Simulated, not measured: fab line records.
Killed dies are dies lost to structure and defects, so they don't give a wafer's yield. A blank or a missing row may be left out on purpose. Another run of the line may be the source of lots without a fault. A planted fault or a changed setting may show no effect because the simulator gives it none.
Which of the tools did it?    flow n5-finfet    24 lots, 72 wafers sampled, at 6 steps of a route of 1938

WHAT THE GAUGES READ, wafer by wafer
N5_BEOL_M5_INSPECT_58: inspects for defects (darkfield). Usual: raw-defect-count reads 75 (standard deviation 23).
lot   measured      on                 raw-defect-count  flag
L074  day 9 13:08   defect-inspect-01  80 55 67          
L075  day 9 17:18   defect-inspect-01  79 58 70          
L078  day 11 14:38  defect-inspect-01  43 54 104         
L077  day 11 16:54  defect-inspect-01  93 123 77         
L079  day 12 11:53  defect-inspect-02  60 55 38          
L080  day 12 12:47  defect-inspect-02  84 54 51          
L081  day 12 19:30  defect-inspect-02  69 54 63          
L082  day 13 01:33  defect-inspect-02  61 57 38          
L083  day 13 09:08  defect-inspect-01  92 67 47          
L084  day 13 18:37  defect-inspect-01  104 62 87         
L085  day 13 22:44  defect-inspect-01  67 98 87          
L087  day 13 23:25  defect-inspect-02  139 97 60         
L086  day 14 06:24  defect-inspect-01  86 69 92          
L076  day 14 11:01  defect-inspect-01  131 107 81        
L089  day 14 14:19  defect-inspect-01  65 43 63          
L090  day 14 15:11  defect-inspect-02  60 124 84         
L091  day 15 08:04  defect-inspect-01  70 85 65          
L088  day 15 16:39  defect-inspect-01  97 105 66         
L092  day 15 17:55  defect-inspect-02  65 50 51          
L094  day 15 18:00  defect-inspect-02  96 58 54          
L093  day 15 21:03  defect-inspect-02  87 80 92          
L095  day 15 22:26  defect-inspect-01  63 55 41          
L096  day 16 02:04  defect-inspect-02  103 82 65         
L097  day 16 03:07  defect-inspect-02  117 98 64         

N5_BEOL_M6_OVL_MEAS_12. Usual: M6_OVL gives 0.1 nm (standard deviation 0.79).
lot   measured      on          M6_OVL (nm)     flag
L074  day 9 16:10   overlay-02  -0.9 0.4 0.6    
L075  day 9 18:34   overlay-02  0.7 0.1 -0.1    
L078  day 11 16:14  overlay-02  -0.7 0.8 -1.3   
L077  day 11 19:01  overlay-02  0.0 -0.6 -1.1   
L079  day 12 13:40  overlay-01  0.6 0.1 0.1     
L080  day 12 13:58  overlay-01  1.0 0.2 -0.1    
L081  day 12 21:01  overlay-01  0.9 1.6 1.9     
L082  day 13 03:43  overlay-01  1.5 1.7 0.6     
L083  day 13 11:43  overlay-01  0.5 1.1 1.6     
L084  day 13 22:41  overlay-01  -0.2 -0.1 0.2   
L085  day 14 03:24  overlay-02  -0.2 0.0 0.1    
L087  day 14 03:35  overlay-01  -0.2 -0.2 -0.1  
L086  day 14 08:13  overlay-02  -2.2 -1.5 -0.7  
L076  day 14 14:19  overlay-02  -0.4 0.2 -0.1   
L089  day 14 15:34  overlay-01  0.3 0.1 0.0     
L090  day 14 17:59  overlay-01  0.3 1.6 1.1     
L091  day 15 11:02  overlay-02  0.2 -0.4 0.4    
L088  day 15 18:38  overlay-01  -0.1 -1.8 0.0   
L092  day 15 19:51  overlay-01  -0.7 1.0 -0.3   
L094  day 15 19:55  overlay-02  -0.1 0.7 -0.2   
L093  day 15 23:56  overlay-02  1.1 -0.2 0.6    
L095  day 16 00:23  overlay-01  0.3 -0.1 -0.3   
L096  day 16 05:16  overlay-01  0.6 0.3 -0.1    
L097  day 16 05:30  overlay-02  0.1 0.5 -1.1    

WHICH TOOL RAN EACH LOT (tool, then ch and the chambers of the sampled wafers, then the start)
lot   N5_BEOL_M5_ANNEAL_84          N5_BEOL_M5_CMP_52              N5_BEOL_M5_CO_CAP_78              N5_BEOL_M6_CURE_74
L074  pvd-sputter-03, day 9 09:58   cmp-02 ch 0,1,3, day 9 12:34   cvd-co-02 ch 1,2, day 9 12:56     uv-cure-03 ch 2, day 9 13:16
L075  pvd-sputter-02, day 9 14:07   cmp-02 ch 0,1,2, day 9 16:46   cvd-co-02 ch 0,1, day 9 17:05     uv-cure-03 ch 0, day 9 17:25
L078  pvd-sputter-03, day 11 11:26  cmp-03 ch 2,3, day 11 14:03    cvd-co-02 ch 1,2, day 11 14:25    uv-cure-03 ch 1, day 11 14:49
L077  pvd-sputter-02, day 11 13:38  cmp-02 ch 0,2,3, day 11 16:20  cvd-co-01 ch 0,1,2, day 11 16:43  uv-cure-01 ch 0, day 11 17:14
L079  pvd-sputter-02, day 12 08:43  cmp-03 ch 1,3, day 12 11:21    cvd-co-01 ch 0,1,2, day 12 11:41  uv-cure-01 ch 2, day 12 11:59
L080  pvd-sputter-01, day 12 09:35  cmp-04 ch 0,2,3, day 12 12:15  cvd-co-01 ch 0,1, day 12 12:32    uv-cure-03 ch 1, day 12 12:58
L081  pvd-sputter-03, day 12 16:00  cmp-04 ch 0,2, day 12 18:57    cvd-co-02 ch 0,1, day 12 19:17    uv-cure-01 ch 0, day 12 19:36
L082  pvd-sputter-03, day 12 22:21  cmp-04 ch 0,1,2, day 13 00:56  cvd-co-02 ch 1,2, day 13 01:19    uv-cure-02 ch 1, day 13 01:39
L083  pvd-sputter-02, day 13 03:25  cmp-02 ch 1,2,3, day 13 08:05  cvd-co-02 ch 0,1, day 13 08:56    uv-cure-03 ch 1, day 13 09:19
L084  pvd-sputter-01, day 13 15:26  cmp-03 ch 0,1,3, day 13 18:05  cvd-co-02 ch 0,1,2, day 13 18:25  uv-cure-03 ch 1, day 13 18:59
L085  pvd-sputter-03, day 13 19:34  cmp-03 ch 0,1,3, day 13 22:14  cvd-co-02 ch 0,1,2, day 13 22:32  uv-cure-03 ch 1, day 13 22:50
L087  pvd-sputter-01, day 13 19:52  cmp-03 ch 0,3, day 13 22:40    cvd-co-02 ch 0,2, day 13 23:12    uv-cure-03 ch 0, day 13 23:31
L086  pvd-sputter-03, day 14 01:13  cmp-02 ch 2,3, day 14 05:19    cvd-co-02 ch 1,2, day 14 06:10    uv-cure-03 ch 2, day 14 06:35
L076  pvd-sputter-02, day 14 07:44  cmp-03 ch 0,2, day 14 10:22    cvd-co-02 ch 1,2, day 14 10:47    uv-cure-01 ch 2, day 14 11:16
L089  pvd-sputter-03, day 14 10:49  cmp-03 ch 1,2, day 14 13:41    cvd-co-02 ch 1,2, day 14 14:04    uv-cure-01 ch 1, day 14 14:30
L090  pvd-sputter-01, day 14 11:54  cmp-02 ch 0,2,3, day 14 14:38  cvd-co-01 ch 0,1, day 14 14:58    uv-cure-02 ch 2, day 14 15:22
L091  pvd-sputter-02, day 15 04:51  cmp-03 ch 1,2,3, day 15 07:33  cvd-co-02 ch 0,2, day 15 07:50    uv-cure-03 ch 1, day 15 08:16
L088  pvd-sputter-01, day 15 13:25  cmp-02 ch 2,3, day 15 16:01    cvd-co-02 ch 0,2, day 15 16:25    uv-cure-01 ch 0, day 15 16:52
L092  pvd-sputter-02, day 15 14:44  cmp-04 ch 0,1,3, day 15 17:22  cvd-co-01 ch 1,2, day 15 17:42    uv-cure-01 ch 0, day 15 18:01
L094  pvd-sputter-03, day 15 14:46  cmp-03 ch 0,2,3, day 15 17:22  cvd-co-02 ch 0,2, day 15 17:46    uv-cure-02 ch 1, day 15 18:08
L093  pvd-sputter-01, day 15 17:51  cmp-02 ch 0,2,3, day 15 20:26  cvd-co-02 ch 1,2, day 15 20:49    uv-cure-02 ch 0, day 15 21:14
L095  pvd-sputter-02, day 15 19:10  cmp-03 ch 2,3, day 15 21:50    cvd-co-01 ch 0,1,2, day 15 22:12  uv-cure-03 ch 0, day 15 22:42
L096  pvd-sputter-03, day 15 22:49  cmp-04 ch 0,2,3, day 16 01:35  cvd-co-01 ch 0,1,2, day 16 01:51  uv-cure-02 ch 2, day 16 02:15
L097  pvd-sputter-01, day 15 23:38  cmp-04 ch 0,1, day 16 02:35    cvd-co-01 ch 0,2, day 16 02:55    uv-cure-01 ch 1, day 16 03:13
- N5_BEOL_M5_ANNEAL_84: time 1800 s.
- N5_BEOL_M5_CMP_52: polishes, stops on SiCOH lowk, t overpolish 6.9 s, target thk 62 nm.
- N5_BEOL_M5_CO_CAP_78: material Co, precursor CCTBA/H2, target thk 2 nm, time 102.1 s.
- N5_BEOL_M6_CURE_74: cures SiCOH lowk, time 240 s.

WHAT THE TOOLS THEMSELVES READ (means of the sampled wafers that have a number; where no wafer has one, the mark that the record gives instead)
N5_BEOL_M5_ANNEAL_84. Usual: heater-power-w 810 W, standard deviation 62; susceptor-temp-C 400.00 C, standard deviation 0.23.
lot   tool            heater-power-w (W)  susceptor-temp-C (C)  flag
L074  pvd-sputter-03  866                 400.23                
L075  pvd-sputter-02  795                 399.94                
L078  pvd-sputter-03  815                 400.12                
L077  pvd-sputter-02  775                 400.09                
L079  pvd-sputter-02  795                 400.04                
L080  pvd-sputter-01  808                 400.06                
L081  pvd-sputter-03  778                 400.23                
L082  pvd-sputter-03  850                 400.03                
L083  pvd-sputter-02  754                 400.03                
L084  pvd-sputter-01  822                 399.84                
L085  pvd-sputter-03  797                 399.88                
L087  pvd-sputter-01  827                 400.11                
L086  pvd-sputter-03  823                 400.04                
L076  pvd-sputter-02  768                 399.94                
L089  pvd-sputter-03  813                 399.90                
L090  pvd-sputter-01  832                 400.16                
L091  pvd-sputter-02  792                 399.87                
L088  pvd-sputter-01  862                 399.98                
L092  pvd-sputter-02  782                 399.91                
L094  pvd-sputter-03  827                 399.87                
L093  pvd-sputter-01  769                 400.06                
L095  pvd-sputter-02  796                 399.84                
L096  pvd-sputter-03  776                 399.78                
L097  pvd-sputter-01  831                 400.07                

N5_BEOL_M5_CMP_52. Usual: barrier-field-endpoint-s 24.6 s, standard deviation 0.77; motor-current-A 6.1 A, standard deviation 0.41; overpolish-run-s 6.900 s, standard deviation 0.0093; slurry-flow-ml-min 150.0, standard deviation 0.44; time-to-endpoint-s 62 s, standard deviation 4.4.
lot   tool    barrier-field-endpoint-s (s)  motor-current-A (A)  overpolish-run-s (s)  slurry-flow-ml-min  time-to-endpoint-s (s)  flag
L074  cmp-02  24.3                          6.0                  6.910                 150.2               61                      
L075  cmp-02  23.9                          6.3                  6.897                 149.9               63                      
L078  cmp-03  24.2                          6.2                  6.901                 149.8               61                      
L077  cmp-02  24.7                          6.3                  6.903                 150.3               61                      
L079  cmp-03  24.7                          6.3                  6.911                 149.6               63                      
L080  cmp-04  25.2                          5.8                  6.902                 150.0               65                      
L081  cmp-04  26.1                          5.5                  6.904                 150.1               70                      
L082  cmp-04  25.4                          5.9                  6.897                 150.5               70                      
L083  cmp-02  24.6                          6.3                  6.889                 150.0               63                      
L084  cmp-03  24.2                          6.1                  6.902                 150.2               61                      
L085  cmp-03  24.6                          6.1                  6.900                 149.6               60                      
L087  cmp-03  24.6                          5.8                  6.904                 150.1               58                      
L086  cmp-02  24.7                          6.4                  6.895                 150.0               62                      
L076  cmp-03  24.6                          5.6                  6.896                 150.7               62                      
L089  cmp-03  24.2                          6.6                  6.898                 150.1               59                      
L090  cmp-02  24.3                          6.2                  6.904                 149.9               62                      
L091  cmp-03  23.7                          6.3                  6.901                 149.9               57                      
L088  cmp-02  24.6                          6.7                  6.898                 149.8               61                      
L092  cmp-04  24.1                          6.0                  6.898                 149.7               65                      
L094  cmp-03  24.8                          6.0                  6.906                 149.9               62                      
L093  cmp-02  24.7                          6.3                  6.905                 150.3               62                      
L095  cmp-03  23.9                          6.2                  6.889                 149.8               59                      
L096  cmp-04  25.7                          5.7                  6.898                 150.2               67                      
L097  cmp-04  25.6                          6.0                  6.898                 150.2               66                      

N5_BEOL_M5_CO_CAP_78. Usual: heater-power-w 238 W, standard deviation 12; susceptor-temp-C 200.00 C, standard deviation 0.16.
lot   tool       heater-power-w (W)  susceptor-temp-C (C)  flag
L074  cvd-co-02  232                 200.02                
L075  cvd-co-02  251                 200.22                
L078  cvd-co-02  243                 200.07                
L077  cvd-co-01  237                 199.98                
L079  cvd-co-01  234                 199.94                
L080  cvd-co-01  232                 199.95                
L081  cvd-co-02  246                 199.96                
L082  cvd-co-02  232                 199.93                
L083  cvd-co-02  251                 199.97                
L084  cvd-co-02  239                 199.95                
L085  cvd-co-02  241                 200.01                
L087  cvd-co-02  236                 199.96                
L086  cvd-co-02  238                 200.13                
L076  cvd-co-02  232                 199.93                
L089  cvd-co-02  232                 200.00                
L090  cvd-co-01  235                 199.93                
L091  cvd-co-02  237                 200.07                
L088  cvd-co-02  238                 199.95                
L092  cvd-co-01  240                 200.08                
L094  cvd-co-02  239                 199.88                
L093  cvd-co-02  234                 200.05                
L095  cvd-co-01  236                 200.02                
L096  cvd-co-01  237                 200.06                
L097  cvd-co-01  243                 200.05                

N5_BEOL_M6_CURE_74. Usual: lamp-power-pct 52.31 %, standard deviation 0.054; wafer_temp_C_max 386.9, standard deviation 0.57.
lot   tool        lamp-power-pct (%)  wafer_temp_C_max  flag
L074  uv-cure-03  52.29               386.3             
L075  uv-cure-03  52.33               387.4             
L078  uv-cure-03  52.30               387.1             
L077  uv-cure-01  52.33               387.8             
L079  uv-cure-01  52.28               386.8             
L080  uv-cure-03  52.31               386.6             
L081  uv-cure-01  52.33               387.6             
L082  uv-cure-02  52.30               386.6             
L083  uv-cure-03  52.25               386.7             
L084  uv-cure-03  52.43               386.8             
L085  uv-cure-03  52.27               387.1             
L087  uv-cure-03  52.32               387.9             
L086  uv-cure-03  52.35               386.1             
L076  uv-cure-01  52.31               386.6             
L089  uv-cure-01  52.30               386.3             
L090  uv-cure-02  52.29               387.2             
L091  uv-cure-03  52.28               386.8             
L088  uv-cure-01  52.29               387.5             
L092  uv-cure-01  52.36               387.5             
L094  uv-cure-02  52.31               386.3             
L093  uv-cure-02  52.31               386.6             
L095  uv-cure-03  52.33               387.1             
L096  uv-cure-02  52.30               386.9             
L097  uv-cure-01  52.24               386.1             

THE ANSWER, worked out from the rows above alone
Rule: take the mean of a lot's wafers that have a number; if it is more than 3 standard deviations from the usual mean, the lot is off. Also off: a lot with no number at a reading for which 4 or more lots have one. The other lots that the step has rows for count as sound. The gauges are gone through in route order, then the tools' own readings, and for those a lot's mean is taken as printed above. The first step at which some lot is off is used, and at that step the reading that is off furthest; a lot without a number counts as furthest.
Across all readings shown, no lot is off: no conclusion can be drawn from this.

WHAT WAS PUT IN BY THE SIMULATOR
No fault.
